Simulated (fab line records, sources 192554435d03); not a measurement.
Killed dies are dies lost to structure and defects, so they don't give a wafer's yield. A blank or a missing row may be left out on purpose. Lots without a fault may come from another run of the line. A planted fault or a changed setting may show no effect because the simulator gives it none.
Chamber matching | flow n5_finfet | N5_BEOL_M5_ETCH_61 on rie_diel-02: 4 sister chambers
The step etches SiARC in CF4, target depth 15.6 nm, time 26 s. 4 wafers are shown with their chamber, then 7 later ones without.

WAFERS WITH THEIR CHAMBER
wafer  | chamber | showerhead_plenum_p_Torr (Torr)
L077.4 | 1       | 2.09
L080.4 | 2       | 2.12
L081.2 | 3       | 2.13
L081.5 | 0       | 1.98

WAFERS WITHOUT THEIR CHAMBER
wafer  | showerhead_plenum_p_Torr (Torr)
L081.6 | 2.13
L095.2 | 1.97
L095.4 | 2.08
L095.5 | 2.08
L096.3 | 2.11
L096.4 | 2.12
L096.6 | 2.11

WHICH CHAMBER EACH WENT THROUGH
wafer  | from the rows above          | in truth
L081.6 | can't be placed: 3 or 2      | 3
L095.2 | 0                            | 0
L095.4 | 1                            | 1
L095.5 | 1                            | 1
L096.3 | can't be placed: 2 or 1 or 3 | 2
L096.4 | can't be placed: 2 or 3      | 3
L096.6 | can't be placed: 2 or 1 or 3 | 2
Placed correctly: 3 of 7. Can't be placed from these rows: 4 (the true chamber is among the candidates in 4). Placed wrongly: 0.
How it was worked out, from the rows above alone: a wafer's distance from a chamber is the root of the sum, over the readings, of the square of ((its reading less the chamber's mean) divided by the reading's scatter). The wafer belongs to the nearest chamber; if the next one is less than 2 further off, it can't be placed. A chamber's mean is the mean of its shown wafers. The scatter: with one shown wafer a chamber, the root of the mean of the squares of how far each hidden wafer lies from its nearest shown one.
